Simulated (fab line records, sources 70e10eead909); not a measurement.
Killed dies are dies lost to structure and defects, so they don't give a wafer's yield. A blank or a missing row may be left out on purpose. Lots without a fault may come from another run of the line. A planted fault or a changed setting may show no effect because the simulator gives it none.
fab line records | flow nand_harc
record lots=5 wafers=15 last_day=23
route steps=1159 shown A_M1@1033 A_BONDPAD@1059
lots that met no fault: from a run of the same line without faults
start_h: hours from the record's first day to the start of the lot's first wafer shown | wait_h: hours since the lot's step before | " the same as in the row above | L1.1+2: a row that stands for several wafers | - no value, or no start given | * or withheld: withheld | < > ~ a bound
route shown NAME@n: a module of which the file shows steps, and the number in the route of the first | usual: mean/standard deviation of fault-free wafers | same: alike in all rows | chamber/n: place in a boat | sites: the reading at each site | _std_site: their standard deviation | _edge_site: outer sites' mean less inner sites' | radius_mm: how far each site lies from the wafer's centre | mask NAME#n: copy n | behind: the tool/chamber that last shaped the wafer | hold: why the lot was held/for how many hours/how that ended | device: the transistor (n, p or np) that didn't switch | end of line: the same wafers' tests at the end of the route | a step without rows: its recipe alone | killed: dies lost to structure and defects at the first sort, not the wafer's yield | map: a wafer's dies, x killed, . not, _ none there
set.NAME: the setting as run; set.NAME@STEP: as run at that earlier step | model.NAME: the simulator's own value behind a step, which no gauge read
lots at some steps of the route; a table a step, a row a wafer
services: from which hour (start_h, from the record's first day; less than 0 if before it) a tool's chamber was out of use, for how many hours, and why
## steps
# step NHARC_A_M1_EXPOSE_06
# recipe na=1.35 target_cd_nm=120 dose_mj=75.13 mask_id=A_M1
# usual exposure_dose_mJ_cm2=75.09/0.082 stage_vel_mm_s=500.06/0.25
# columns lot.wafer tool chamber start_h wait_h mask exposure_dose_mJ_cm2 stage_vel_mm_s
L081.1 arfi_scanner-01 0 447.76 - A_M1#0 75.17 500.06
L081.3 " 0 " " A_M1#0 74.97 499.55
L081.6 " 0 " " A_M1#0 75.05 499.89
L083.1 arfi_scanner-01 0 459.93 - A_M1#0 75.00 500.35
L083.5 " 0 " " A_M1#0 74.98 500.31
L083.6 " 0 " " A_M1#0 74.87 500.30
L086.2 arfi_scanner-01 0 474.74 - A_M1#0 75.10 500.40
L086.4 " 0 " " A_M1#0 75.14 500.51
L086.5 " 0 " " A_M1#0 75.05 500.45
L090.2 arfi_scanner-03 0 496.37 - A_M1#0 75.10 500.37
L090.5 " 0 " " A_M1#0 75.14 500.38
L090.6 " 0 " " A_M1#0 75.21 500.06
L097.1 arfi_scanner-01 0 521.94 - A_M1#0 75.15 500.20
L097.3 " 0 " " A_M1#0 75.19 500.03
L097.6 " 0 " " A_M1#0 75.15 500.22
# step NHARC_A_M1_PEB_07
# recipe peb_temp_c=100 peb_time_s=65
# columns lot.wafer tool chamber start_h wait_h
L081.1+3+6 litho_track-06 0 447.82 0.1
L083.1+5+6 litho_track-01 0 459.99 0.1
L086.2+4+5 litho_track-04 0 474.80 0.1
L090.2+5+6 litho_track-01 0 496.42 0.1
L097.1+3+6 litho_track-06 0 522.00 0.1
# step NHARC_A_M1_DEVELOP_08
# recipe develop_time_s=35 dev_temp_c=23
# columns lot.wafer tool chamber start_h wait_h
L081.1+3+6 litho_track-06 0 - -
L083.1+5+6 litho_track-01 0 - -
L086.2+4+5 litho_track-04 0 - -
L090.2+5+6 litho_track-01 0 - -
L097.1+3+6 litho_track-06 0 - -
# step NHARC_A_M1_CD_MEAS_09
# recipe target_cd_nm=120 landing_energy_ev=500
# usual cd_nm=119.9/0.65
# same landing_energy_ev=500
# columns lot.wafer tool chamber start_h wait_h cd_nm
L081.1 cd_sem-03 0 447.89 - 118.9
L081.3 " 0 " " 119.7
L081.6 " 0 " " 120.2
L083.1 cd_sem-01 0 460.07 - 118.9
L083.5 " 0 " " 119.1
L083.6 " 0 " " 119.5
L086.2 cd_sem-03 0 474.88 - 119.9
L086.4 " 0 " " 119.8
L086.5 " 0 " " 120.3
L090.2 cd_sem-02 0 496.50 - 120.5
L090.5 " 0 " " 119.5
L090.6 " 0 " " 120.4
L097.1 cd_sem-03 0 522.08 - 119.8
L097.3 " 0 " " 119.9
L097.6 " 0 " " 119.7
# step NHARC_A_M1_OVL_MEAS_10
# recipe pitch_nm=240
# usual overlay_x_nm=-0.2/0.73 overlay_y_nm=-0.2/0.88
# columns lot.wafer tool chamber start_h wait_h overlay_x_nm overlay_y_nm
L081.1 overlay-02 - 447.98 - -1.5 -1.0
L081.3 " - " " -1.0 -1.3
L081.6 " - " " -0.7 -0.7
L083.1 overlay-02 - 460.16 - 0.4 0.4
L083.5 " - " " 0.1 0.2
L083.6 " - " " 0.4 0.1
L086.2 overlay-01 - 474.96 - 0.6 -1.2
L086.4 " - " " 1.3 -0.7
L086.5 " - " " 0.8 -1.0
L090.2 overlay-02 - 496.59 - -0.4 -1.1
L090.5 " - " " -0.5 -1.1
L090.6 " - " " -0.4 -1.3
L097.1 overlay-01 - 522.17 - -1.2 0.5
L097.3 " - " " -1.2 0.2
L097.6 " - " " -0.8 0.2
# step NHARC_A_M1_INSPECT_11
# usual raw_defect_count=29/12
# columns lot.wafer tool chamber start_h wait_h raw_defect_count
L081.1 defect_inspect-01 - 448.02 0.0 43
L081.3 " - " " 39
L081.6 " - " " 58
L083.1 defect_inspect-01 - 460.19 0.0 21
L083.5 " - " " 30
L083.6 " - " " 30
L086.2 defect_inspect-01 - 475.00 0.0 12
L086.4 " - " " 10
L086.5 " - " " 18
L090.2 defect_inspect-01 - 496.63 0.0 37
L090.5 " - " " 38
L090.6 " - " " 38
L097.1 defect_inspect-02 - 522.20 0.0 44
L097.3 " - " " 38
L097.6 " - " " 63
# step NHARC_A_M1_DESCUM_14
# recipe time_s=3 o2_flow_sccm=200 ar_flow_sccm=0 bias_power_w=0 chemistry=O2
# usual drypump_motor_current_A=5.7/0.42 oes_product_au=0.989/0.011 rf_vpp_V=57.9/0.93 showerhead_plenum_p_Torr=1.96/0.061 throttle_valve_pct=11.311/0.0078
# same time_s=3
# columns lot.wafer tool chamber start_h wait_h drypump_motor_current_A oes_product_au rf_hours_counter_h rf_vpp_V showerhead_plenum_p_Torr throttle_valve_pct
L081.1 rie_diel-09 1 448.08 0.1 5.6 0.979 0 57.7 1.91 11.310
L081.3 " 2 " " 6.0 0.987 1 58.4 1.93 11.306
L081.6 " 2 " " 6.1 0.992 - 57.9 1.93 11.315
L083.1 rie_diel-09 2 460.28 0.1 6.0 1.007 2 57.6 1.93 11.318
L083.6 " 3 " " 5.5 0.981 - 57.5 2.02 11.304
L083.5 " 0 " " 5.6 0.984 - 58.1 1.99 11.319
L086.2 rie_diel-05 3 475.06 0.1 6.2 1.000 9 58.0 2.02 11.296
L086.4 " 2 " " 5.5 0.994 8 58.0 1.99 11.319
L086.5 " 3 " " 6.2 0.999 - 57.8 2.02 11.311
L090.2 rie_diel-09 0 496.70 0.1 5.6 0.977 3 56.3 1.99 11.305
L090.6 " 2 " " 6.0 0.977 - 58.2 1.93 11.313
L090.5 " 3 " " 5.5 0.979 - 57.5 2.02 11.311
L097.1 rie_diel-09 3 522.28 0.1 5.5 0.992 4 57.7 2.02 11.305
L097.3 " 0 " " 5.5 0.983 5 59.5 1.99 11.306
L097.6 " 2 " " 6.1 0.990 - 55.6 1.93 11.313
# step NHARC_A_M1_ETCH_35
# recipe target_depth_a=400 overetch_a=120 time_s=43.94 ion_energy_ev=200 n2_flow_sccm=150 h2_flow_sccm=150 ar_flow_sccm=0 rf_w=400 bias_w=150 chemistry=N2/H2
# usual drypump_motor_current_A=5.7/0.42 oes_product_au=0.991/0.011 rf_fwd_power_W=395.6/1.6 rf_vpp_V=431.9/2 showerhead_plenum_p_Torr=2.09/0.069 throttle_valve_pct=14.171/0.0089
# same time_s=43.94
# columns lot.wafer tool chamber start_h wait_h drypump_motor_current_A oes_product_au rf_fwd_power_W rf_hours_counter_h rf_vpp_V showerhead_plenum_p_Torr throttle_valve_pct
L081.1 rie_diel-09 0 448.17 0.1 5.5 0.986 397.7 1 433.4 2.13 14.162
L081.3 " 1 " " 5.6 0.985 394.3 0 431.1 2.03 14.165
L081.6 " 0 " " 5.5 0.977 396.7 - 434.0 2.13 14.167
L083.1 rie_diel-09 0 460.36 0.1 5.6 0.996 397.9 2 432.9 2.13 14.168
L083.5 " 1 " " 5.6 0.985 393.2 - 429.7 2.03 14.173
L083.6 " 2 " " 6.1 1.009 395.0 - 431.2 2.06 14.179
L086.4 rie_diel-05 2 475.15 0.1 5.5 1.000 396.6 8 432.1 2.12 14.169
L086.2 " 3 " " 6.2 1.005 395.2 9 434.9 2.16 14.158
L086.5 " 3 " " 6.2 1.005 397.0 - 434.9 2.16 14.170
L090.2 rie_diel-09 3 496.78 0.1 5.5 0.989 395.0 3 433.5 2.16 14.160
L090.6 " 1 " " 5.6 0.981 396.4 - 430.0 2.03 14.167
L090.5 " 2 " " 6.1 0.988 394.0 - 431.5 2.06 14.163
L097.3 rie_diel-09 2 522.35 0.1 6.1 0.980 396.6 5 430.8 2.06 14.166
L097.1 " 1 " " 5.6 0.973 395.4 5 430.8 2.03 14.181
L097.6 " 3 " " 5.5 0.969 396.6 - 433.7 2.15 14.169
# step NHARC_A_M1_ETCH_15
# recipe target_depth_a=1825 time_s=91.2 c4f8_flow_sccm=withheld ar_flow_sccm=400 rf_w=600 bias_w=300 chemistry=C4F8/Ar
# usual oes_product_au=0.940/0.022 rf_fwd_power_W=596.1/2.2 rf_vpp_V=442.2/2
# same time_s=91.2
# columns lot.wafer tool chamber start_h wait_h oes_product_au rf_fwd_power_W rf_hours_counter_h rf_vpp_V
L081.3 rie_diel-09 2 - - 0.952 596.0 1 441.8
L081.1 " 0 " " 0.960 598.0 1 441.0
L081.6 " 2 " " 0.948 597.2 - 442.5
L083.1 rie_diel-09 0 - - 0.950 600.0 2 443.6
L083.6 " 2 " " 0.965 594.0 - 441.9
L083.5 " 3 " " 0.947 595.5 - 443.3
L086.2 rie_diel-05 1 - - 0.976 595.1 9 439.4
L086.4 " 3 " " 0.953 599.1 9 443.8
L086.5 " 1 " " 0.972 594.1 - 439.4
L090.2 rie_diel-09 3 - - 0.942 598.3 3 444.4
L090.6 " 0 " " 0.955 598.1 - 441.5
L090.5 " 1 " " 0.950 598.0 - 441.9
L097.1 rie_diel-09 0 - - 0.910 598.0 5 442.2
L097.3 " 2 " " 0.919 595.2 5 441.0
L097.6 " 0 " " 0.917 595.1 - 444.0
# step NHARC_A_M1_CD_MEAS_16
# usual cd_nm=120.3/1
# columns lot.wafer tool chamber start_h wait_h cd_nm
L081.1 cd_sem-02 - 448.39 - 119.6
L081.3 " - " " 119.7
L081.6 " - " " 120.4
L083.1 cd_sem-01 - 460.56 - 119.2
L083.5 " - " " 119.7
L083.6 " - " " 119.5
L086.2 cd_sem-03 - 475.38 - 118.8
L086.4 " - " " 120.3
L086.5 " - " " 119.8
L090.2 cd_sem-02 - 496.99 - 122.1
L090.5 " - " " 120.2
L090.6 " - " " 119.7
L097.1 cd_sem-03 - 522.57 - 120.6
L097.3 " - " " 121.1
L097.6 " - " " 120.5
# step NHARC_A_M1_STRIP_18
# recipe power_w=1000 n2_flow_sccm=150 h2_flow_sccm=150 ar_flow_sccm=0 bias_w=0 chemistry=N2/H2
# usual drypump_motor_current_A=5.7/0.5 oes_product_au=0.992/0.011 rf_fwd_power_W=998/3.1 rf_vpp_V=90.9/0.96 showerhead_plenum_p_Torr=2.09/0.075 throttle_valve_pct=14.171/0.0093
# columns lot.wafer tool chamber start_h wait_h drypump_motor_current_A oes_product_au rf_fwd_power_W rf_hours_counter_h rf_vpp_V showerhead_plenum_p_Torr throttle_valve_pct
L081.1 rie_diel-02 3 448.46 0.1 6.3 0.990 997 1.8 91.8 2.15 14.177
L081.3 " 0 " " 4.8 0.971 998 3.0 89.3 1.92 14.175
L081.6 " 3 " " 6.3 0.986 996 - 91.3 2.15 14.156
L083.1 rie_diel-05 3 460.69 0.1 6.2 0.995 998 7.9 90.8 2.16 14.175
L083.5 " 1 " " 5.3 0.999 995 - 90.2 2.03 14.166
L083.6 " 2 " " 5.5 0.993 1006 - 90.8 2.12 14.171
L086.4 rie_diel-02 2 475.48 0.1 6.5 0.986 999 3.5 91.9 2.07 14.157
L086.2 " 3 " " 6.3 0.988 994 2.7 92.3 2.15 14.182
L086.5 " 2 " " 6.5 0.983 999 - 89.3 2.07 14.164
L090.2 rie_diel-02 2 497.07 0.1 6.4 0.990 997 4.1 91.1 2.07 14.156
L090.6 " 2 " " 6.4 0.989 994 - 91.2 2.07 14.168
L090.5 " 3 " " 6.3 1.004 997 - 90.9 2.15 14.170
L097.1 rie_diel-02 0 522.66 0.1 4.8 0.983 996 0.3 89.1 1.92 14.166
L097.3 " 1 " " 5.7 0.977 998 0.2 91.5 2.07 14.172
L097.6 " 0 " " 4.8 0.981 994 - 90.3 1.92 14.171
# step NHARC_A_M1_ETCH_28
# recipe target_depth_a=300 over_etch_frac=0.3 time_s=72.99 ion_energy_ev=150 cf4_flow_sccm=50 n2_flow_sccm=100 ar_flow_sccm=150 rf_w=300 bias_w=100 chemistry=CF4/N2
# usual drypump_motor_current_A=5.7/0.49 oes_product_au=0.992/0.011 rf_fwd_power_W=297.6/1 rf_vpp_V=315.1/1.6 showerhead_plenum_p_Torr=2.68/0.088 throttle_valve_pct=19.794/0.0085
# same time_s=72.99
# columns lot.wafer tool chamber start_h wait_h drypump_motor_current_A oes_product_au rf_fwd_power_W rf_hours_counter_h rf_vpp_V showerhead_plenum_p_Torr throttle_valve_pct
L081.1 rie_diel-02 2 - - 6.4 0.983 297.0 2.8 314.7 2.66 19.799
L081.3 " 0 " " 4.8 0.982 297.4 3.0 313.4 2.48 19.815
L081.6 " 2 " " 6.4 0.990 296.8 - 315.3 2.66 19.791
L083.1 rie_diel-05 2 - - 5.5 1.005 297.0 7.3 314.4 2.72 19.789
L083.5 " 2 " " 5.5 0.992 298.4 - 315.3 2.72 19.795
L083.6 " 3 " " 6.2 0.992 300.1 - 316.4 2.77 19.783
L086.2 rie_diel-02 1 - - 5.6 1.002 297.2 3.6 314.2 2.67 19.782
L086.4 " 0 " " 4.8 0.983 296.8 3.8 310.2 2.48 19.786
L086.5 " 2 " " 6.5 0.995 296.4 - 315.3 2.66 19.794
L090.2 rie_diel-02 3 - - 6.4 1.009 298.0 3.3 317.0 2.76 19.801
L090.5 " 2 " " 6.4 0.988 296.9 - 315.8 2.66 19.793
L090.6 " 3 " " 6.4 1.005 298.8 - 315.0 2.76 19.801
L097.3 rie_diel-02 0 - - 4.8 0.976 297.4 0.3 312.6 2.48 19.783
L097.1 " 1 " " 5.6 0.968 297.8 0.3 314.7 2.67 19.791
L097.6 " 0 " " 4.8 0.978 297.0 - 310.6 2.48 19.786
# step NHARC_A_M1_STRIP_19
# recipe time_s=600 temp_c=30 chemistry=post_etch_residue_remover
# usual temp_c=30.01/0.11
# same time_s=600
# columns lot.wafer tool chamber start_h wait_h temp_c
L081.1 wet_bench-10 1 448.83 - 30.15
L081.6 " 2 " " 30.27
L081.3 " 4 " " 30.18
L083.1 wet_bench-08 1 461.02 - 29.77
L083.5 " 2 " " 29.88
L083.6 " 5 " " 30.10
L086.4 wet_bench-10 2 475.83 - 30.08
L086.5 " 4 " " 30.04
L086.2 " 6 " " 30.00
L090.2 wet_bench-10 2 497.45 - 30.01
L090.6 " 5 " " 29.94
L090.5 " 6 " " 30.07
L097.6 wet_bench-10 3 523.04 - 30.03
L097.3 " 5 " " 30.13
L097.1 " 7 " " 30.10
# step NHARC_A_M1_DEGAS_29
# recipe temp_c=250 time_s=60
# usual heater_power_w=338/24
# same time_s=60
# columns lot.wafer tool chamber start_h wait_h heater_power_w
L081.3 pvd_sputter-03 - 449.11 - 331
L081.1 " - " " 346
L081.6 " - " " 324
L083.1 pvd_sputter-01 - 461.29 - 377
L083.6 " - " " 363
L083.5 " - " " 344
L086.2 pvd_sputter-01 - 476.09 - 331
L086.4 " - " " 337
L086.5 " - " " 373
L090.2 pvd_sputter-03 - 497.74 - 353
L090.5 " - " " 331
L090.6 " - " " 307
L097.3 pvd_sputter-03 - 523.32 - 336
L097.1 " - " " 356
L097.6 " - " " 334
# step NHARC_A_M1_PRE_CLEAN_30
# recipe time_s=30 temp_c=280 gas=H2/He
# usual heater_power_w=417/30
# same time_s=30
# columns lot.wafer tool chamber start_h wait_h heater_power_w
L081.1 pvd_sputter-03 - - - 374
L081.3 " - " " 428
L081.6 " - " " 419
L083.1 pvd_sputter-01 - - - 463
L083.5 " - " " 410
L083.6 " - " " 446
L086.2 pvd_sputter-01 - - - 460
L086.4 " - " " 415
L086.5 " - " " 458
L090.2 pvd_sputter-03 - - - 373
L090.6 " - " " 436
L090.5 " - " " 368
L097.3 pvd_sputter-03 - - - 421
L097.1 " - " " 366
L097.6 " - " " 411
# step NHARC_A_M1_PVD_20
# recipe target_thk_a=50 bias_v=168.6 power_w=15000 chamber_pressure_pa=0.12 time_s=8.06 substrate_temp_c=50 material=TaN
# usual throttle_valve_pct=29.5/0.8
# same time_s=8.06
# columns lot.wafer tool chamber start_h wait_h throttle_valve_pct
L081.1 pvd_sputter-03 - - - 30.6
L081.3 " - " " 29.1
L081.6 " - " " 29.6
L083.1 pvd_sputter-01 - - - 30.2
L083.6 " - " " 29.9
L083.5 " - " " 29.3
L086.4 pvd_sputter-01 - - - 29.2
L086.2 " - " " 29.7
L086.5 " - " " 29.6
L090.2 pvd_sputter-03 - - - 30.5
L090.5 " - " " 30.6
L090.6 " - " " 30.5
L097.3 pvd_sputter-03 - - - 30.4
L097.1 " - " " 29.4
L097.6 " - " " 30.5
# step NHARC_A_M1_PVD_21
# recipe target_thk_a=300 chamber_pressure_pa=5 power_w=5000 substrate_temp_c=30 time_s=20.49 material=Cu
# usual throttle_valve_pct=29.6/0.8
# same time_s=20.49
# columns lot.wafer tool chamber start_h wait_h throttle_valve_pct
L081.3 pvd_sputter-03 - - - 30.6
L081.1 " - " " 30.0
L081.6 " - " " 28.9
L083.1 pvd_sputter-01 - - - 29.0
L083.5 " - " " 29.0
L083.6 " - " " 30.2
L086.4 pvd_sputter-01 - - - 29.7
L086.2 " - " " 30.1
L086.5 " - " " 29.7
L090.2 pvd_sputter-03 - - - 30.5
L090.6 " - " " 29.4
L090.5 " - " " 30.4
L097.1 pvd_sputter-03 - - - 30.4
L097.3 " - " " 29.1
L097.6 " - " " 30.4
# step NHARC_A_M1_ECD_22
# recipe target_thk_a=4000 bath_temp_c=25 material=Cu
# columns lot.wafer tool chamber start_h wait_h
L081.1+3+6 ecd_cu-02 0,1,1 451.35 -
L083.1+5+6 ecd_cu-02 0,0,1 461.64 -
L086.2+4+5 ecd_cu-01 1,0,1 476.50 -
L090.2+6+5 ecd_cu-02 1,0,1 498.19 -
L097.1+3+6 ecd_cu-01 1 523.72 -
# step NHARC_A_M1_ANNEAL_31
# recipe temp_c=225 time_s=90
# usual wafer_temp_C_max=225.85/0.22
# same time_s=90
# columns lot.wafer tool chamber start_h wait_h wafer_temp_C_max
L081.1 rtp_anneal-02 0 451.76 - 225.95
L081.3 " 0 " " 225.93
L081.6 " 0 " " 225.75
L083.1 rtp_anneal-02 0 462.01 - 226.08
L083.5 " 0 " " 226.07
L083.6 " 0 " " 226.19
L086.2 rtp_anneal-01 0 476.89 0.3 225.78
L086.4 " 0 " " 225.96
L086.5 " 0 " " 225.99
L090.2 rtp_anneal-02 0 498.63 - 225.86
L090.5 " 0 " " 225.81
L090.6 " 0 " " 225.88
L097.1 rtp_anneal-02 0 524.05 - 225.83
L097.3 " 0 " " 226.39
L097.6 " 0 " " 226.25
# step NHARC_A_M1_CMP_23
# recipe t_overpolish_s=20 target_thk_nm=154.34
# usual motor_current_A=11.5/1.5 slurry_filter_dp_kPa=13.51/0.14 time_to_endpoint_s=28.4/2.7
# columns lot.wafer tool chamber start_h wait_h motor_current_A slurry_filter_dp_kPa time_to_endpoint_s
L081.1 cmp-04 0 452.16 - 12.4 13.32 22.8
L081.3 " 1 " " 10.1 13.66 24.3
L081.6 " 3 " " 9.9 13.56 24.0
L083.1 cmp-01 0 462.41 - 9.7 13.42 26.1
L083.6 " 2 " " 11.8 13.55 33.9
L083.5 " 3 " " 9.5 13.71 29.1
L086.2 cmp-02 1 477.24 - 13.2 13.55 29.9
L086.4 " 2 " " 10.2 13.68 28.8
L086.5 " 0 " " 12.7 13.55 31.7
L090.2 cmp-01 0 499.00 - 9.7 13.48 23.5
L090.6 " 2 " " 13.3 13.50 29.6
L090.5 " 3 " " 9.4 13.56 26.5
L097.1 cmp-01 0 524.42 - 10.4 13.75 23.9
L097.3 " 1 " " 13.4 13.44 23.8
L097.6 " 0 " " 9.9 13.35 26.1
# step NHARC_A_M1_THK_MEAS_24
# recipe thk_meas_gauge=xrf
# usual thk_nm=154.1/1.5
# columns lot.wafer tool chamber start_h wait_h thk_nm
L081.1 film_metro-01 - 452.42 - 153.0
L081.3 " - " " 154.1
L081.6 " - " " 153.2
L083.1 film_metro-01 - 462.67 - 152.6
L083.5 " - " " 153.3
L083.6 " - " " 153.7
L086.2 film_metro-02 - 477.50 - 152.6
L086.4 " - " " 155.4
L086.5 " - " " 154.5
L090.2 film_metro-02 - 499.27 - 154.6
L090.5 " - " " 152.5
L090.6 " - " " 155.0
L097.1 film_metro-02 - 524.71 - 153.4
L097.3 " - " " 152.4
L097.6 " - " " 152.4
# step NHARC_A_M1_SRD_25
# columns lot.wafer tool chamber start_h wait_h
L081.3+6+1 wet_bench-10 3,4,6 452.47 0.0
L083.6+5+1 wet_bench-10 0,1,5 462.71 0.0
L086.4+5+2 wet_bench-08 1,3,5 477.54 0.0
L090.6+2+5 wet_bench-10 5,0,1 499.31 0.0
L097.6+3+1 wet_bench-10 3,4,0 524.75 0.0
# step NHARC_A_M1_INSPECT_27
# usual raw_defect_count=405/93
# columns lot.wafer tool chamber start_h wait_h raw_defect_count
L081.1 defect_inspect-02 - 452.58 0.0 382
L081.3 " - " " 300
L081.6 " - " " 332
L083.1 defect_inspect-01 - 462.82 0.0 684
L083.5 " - " " 498
L083.6 " - " " 497
L086.2 defect_inspect-02 - 477.66 0.0 305
L086.4 " - " " 468
L086.5 " - " " 389
L090.2 defect_inspect-02 - 499.43 0.0 655
L090.5 " - " " 522
L090.6 " - " " 675
L097.1 defect_inspect-02 - 524.87 0.0 397
L097.3 " - " " 408
L097.6 " - " " 517
# step NHARC_A_M1_PRE_CLEAN_32
# recipe time_s=12 temp_c=370 rf_power_w=300 gas=NH3
# usual heater_power_w=684/96 rf_fwd_power_W=292.5/0.94
# same time_s=12
# columns lot.wafer tool chamber start_h wait_h heater_power_w rf_fwd_power_W
L081.1 pecvd-02 0 452.66 0.1 719 291.3
L081.3 " 1 " " 677 293.0
L081.6 " 2 " " 781 291.5
L083.1 pecvd-01 2 462.90 0.1 773 292.9
L083.5 " 1 " " 538 292.3
L083.6 " 0 " " 632 292.3
L086.2 pecvd-01 2 477.74 0.1 846 293.3
L086.4 " 1 " " 535 291.2
L086.5 " 2 " " 861 294.3
L090.2 pecvd-01 0 499.52 0.1 546 292.6
L090.5 " 1 " " 487 291.8
L090.6 " 2 " " 855 291.9
L097.1 pecvd-01 0 524.94 0.1 571 290.3
L097.3 " 2 " " 819 293.0
L097.6 " 2 " " 818 292.2
# step NHARC_A_M1_DEP_33
# recipe target_thk_a=300 temp_c=370 target_thk_nm=30 pressure_torr=3 flow_sccm=200 rf_w=450 material=SiCN
# usual heater_power_w=628/90 rf_fwd_power_W=449.1/1.3
# columns lot.wafer tool chamber start_h wait_h heater_power_w rf_fwd_power_W
L081.1 pecvd-02 0 452.77 0.1 677 449.2
L081.3 " 1 " " 605 448.8
L081.6 " 2 " " 621 450.7
L083.1 pecvd-01 2 463.01 0.1 779 448.4
L083.5 " 1 " " 443 449.3
L083.6 " 0 " " 554 450.4
L086.2 pecvd-01 2 477.85 0.1 765 449.4
L086.4 " 1 " " 476 449.6
L086.5 " 2 " " 743 447.7
L090.2 pecvd-01 0 499.66 0.1 579 446.7
L090.5 " 1 " " 510 450.4
L090.6 " 2 " " 734 448.8
L097.1 pecvd-01 0 525.02 0.1 573 447.8
L097.3 " 2 " " 736 448.2
L097.6 " 2 " " 733 447.8
# step NHARC_A_BONDPAD_DEP_00
# recipe target_thk_a=2500 temp_c=370 target_thk_nm=250 pressure_torr=3 flow_sccm=200 rf_w=450 material=SiCN
# usual heater_power_w=638/58 rf_fwd_power_W=449.0/1.3
# columns lot.wafer tool chamber start_h wait_h heater_power_w rf_fwd_power_W
L081.1 pecvd-02 0 - - 644 446.8
L081.3 " 2 " " 717 448.8
L081.6 " 1 " " 609 446.5
L083.1 pecvd-03 0 463.57 - 597 448.9
L083.5 " 2 " " 643 448.9
L083.6 " 1 " " 608 448.7
L086.2 pecvd-04 1 478.62 - 695 448.6
L086.4 " 0 " " 620 448.4
L086.5 " 1 " " 701 449.7
L090.2 pecvd-03 2 500.17 - 641 449.9
L090.5 " 1 " " 606 450.1
L090.6 " 2 " " 651 449.8
L097.1 pecvd-04 1 525.61 - 631 448.6
L097.3 " 2 " " 632 448.1
L097.6 " 2 " " 638 451.4
# step NHARC_A_BONDPAD_CMP_29
# recipe target_thk_nm=200 material=SiCN
# usual motor_current_A=11.5/1.3 slurry_filter_dp_kPa=13.49/0.12
# columns lot.wafer tool chamber start_h wait_h motor_current_A slurry_filter_dp_kPa
L081.3 cmp-01 3 453.72 - 9.9 13.64
L081.1 " 2 " " 12.7 13.44
L081.6 " 0 " " 10.1 13.70
L083.1 cmp-04 1 464.00 - 10.7 13.46
L083.6 " 2 " " 11.5 13.34
L083.5 " 3 " " 10.1 13.71
L086.4 cmp-03 3 479.12 0.4 12.3 13.30
L086.2 " 1 " " 11.8 13.50
L086.5 " 3 " " 12.1 13.45
L090.2 cmp-03 2 500.58 - 11.4 13.53
L090.5 " 0 " " 13.6 13.44
L090.6 " 1 " " 11.9 13.40
L097.3 cmp-01 2 525.97 - 12.9 13.34
L097.1 " 3 " " 9.9 13.60
L097.6 " 3 " " 9.2 13.39
# step NHARC_A_BONDPAD_THK_MEAS_30
# recipe thk_meas_gauge=ellipsometry
# usual thk_nm=199.1/1.7
# columns lot.wafer tool chamber start_h wait_h thk_nm
L081.1 film_metro-02 - 453.97 0.1 200.9
L081.3 " - " " 197.3
L081.6 " - " " 199.5
L083.1 film_metro-01 - 464.18 0.1 199.5
L083.5 " - " " 200.9
L083.6 " - " " 201.6
L086.2 film_metro-01 - 479.34 0.2 195.4
L086.4 " - " " 196.1
L086.5 " - " " 197.5
L090.2 film_metro-01 - 500.78 0.2 199.2
L090.5 " - " " 197.4
L090.6 " - " " 195.2
L097.1 film_metro-02 - 526.22 0.2 201.2
L097.3 " - " " 201.9
L097.6 " - " " 199.4
# step NHARC_A_BONDPAD_SRD_31
# columns lot.wafer tool chamber start_h wait_h
L081.6+1+3 wet_bench-10 2,6,7 454.01 0.0
L083.6+5+1 wet_bench-10 2,6,7 464.22 0.0
L086.2+5+4 wet_bench-10 4,6,0 479.39 0.0
L090.6+5+2 wet_bench-08 2,4,6 500.82 0.0
L097.3+6+1 wet_bench-10 2,5,7 526.26 0.0
# step NHARC_A_BONDPAD_DEHYDRATE_01
# recipe temp_c=150 time_s=120
# same time_s=120
# columns lot.wafer tool chamber start_h wait_h
L081.1+3+6 litho_track-02 0 454.09 0.1
L083.1+5+6 litho_track-02 0 464.30 0.1
L086.2+4+5 litho_track-07 0 479.47 0.1
L090.2+5+6 litho_track-05 0 500.91 0.1
L097.1+3+6 litho_track-07 0 526.35 0.1
# step NHARC_A_BONDPAD_HMDS_02
# recipe time_s=30
# same time_s=30
# columns lot.wafer tool chamber start_h wait_h
L081.1+3+6 litho_track-02 0 - -
L083.1+5+6 litho_track-02 0 - -
L086.2+4+5 litho_track-07 0 - -
L090.2+5+6 litho_track-05 0 - -
L097.1+3+6 litho_track-07 0 - -
# step NHARC_A_BONDPAD_COAT_33
# recipe temp_c=200 time_s=65
# same time_s=65
# columns lot.wafer tool chamber start_h wait_h
L081.1+3+6 litho_track-02 0 - -
L083.1+5+6 litho_track-02 0 - -
L086.2+4+5 litho_track-07 0 - -
L090.2+5+6 litho_track-05 0 - -
L097.1+3+6 litho_track-07 0 - -
# step NHARC_A_BONDPAD_COAT_03
# recipe spin_rpm=2000 resist_thk_nm=600
# columns lot.wafer tool chamber start_h wait_h
L081.1+3+6 litho_track-02 0 - -
L083.1+5+6 litho_track-02 0 - -
L086.2+4+5 litho_track-07 0 - -
L090.2+5+6 litho_track-05 0 - -
L097.1+3+6 litho_track-07 0 - -
# step NHARC_A_BONDPAD_SOFTBAKE_04
# recipe temp_c=125 time_s=70
# same time_s=70
# columns lot.wafer tool chamber start_h wait_h
L081.1+3+6 litho_track-02 0 - -
L083.1+5+6 litho_track-02 0 - -
L086.2+4+5 litho_track-07 0 - -
L090.2+5+6 litho_track-05 0 - -
L097.1+3+6 litho_track-07 0 - -
# step NHARC_A_BONDPAD_EBR_05
# columns lot.wafer tool chamber start_h wait_h
L081.1+3+6 litho_track-02 0 - -
L083.1+5+6 litho_track-02 0 - -
L086.2+4+5 litho_track-07 0 - -
L090.2+5+6 litho_track-05 0 - -
L097.1+3+6 litho_track-07 0 - -
## services
# columns tool chamber start_h hours kind
ecd_cu-01 - 430.52 0.9 repair
rie_diel-09 - 431.17 9.0 pm
pecvd-03 2 431.30 3.2 repair
litho_track-01 - 443.00 7.0 pm
ecd_cu-02 - 446.28 2.8 repair
ecd_cu-01 - 448.27 8.0 pm
rie_diel-09 3 449.04 6.7 repair
cmp-03 - 450.00 4.0 pm
pvd_sputter-03 - 458.00 10.0 pm
litho_track-06 - 467.00 7.0 pm
ecd_cu-02 - 473.17 2.4 repair
pecvd-03 - 473.54 13.0 pm
cmp-01 - 473.63 4.0 pm
arfi_scanner-01 - 475.90 4.1 repair
pecvd-04 2 477.63 5.5 repair
litho_track-04 - 491.00 7.0 pm
cmp-04 - 497.07 4.0 pm
ecd_cu-01 - 498.17 0.5 repair
rie_diel-02 - 504.70 9.0 pm
pvd_sputter-01 - 514.20 10.0 pm
litho_track-02 - 515.00 7.0 pm
pecvd-02 - 515.34 13.0 pm
rie_diel-05 - 517.62 9.0 pm
ecd_cu-02 - 522.45 1.3 repair
## key
fault none
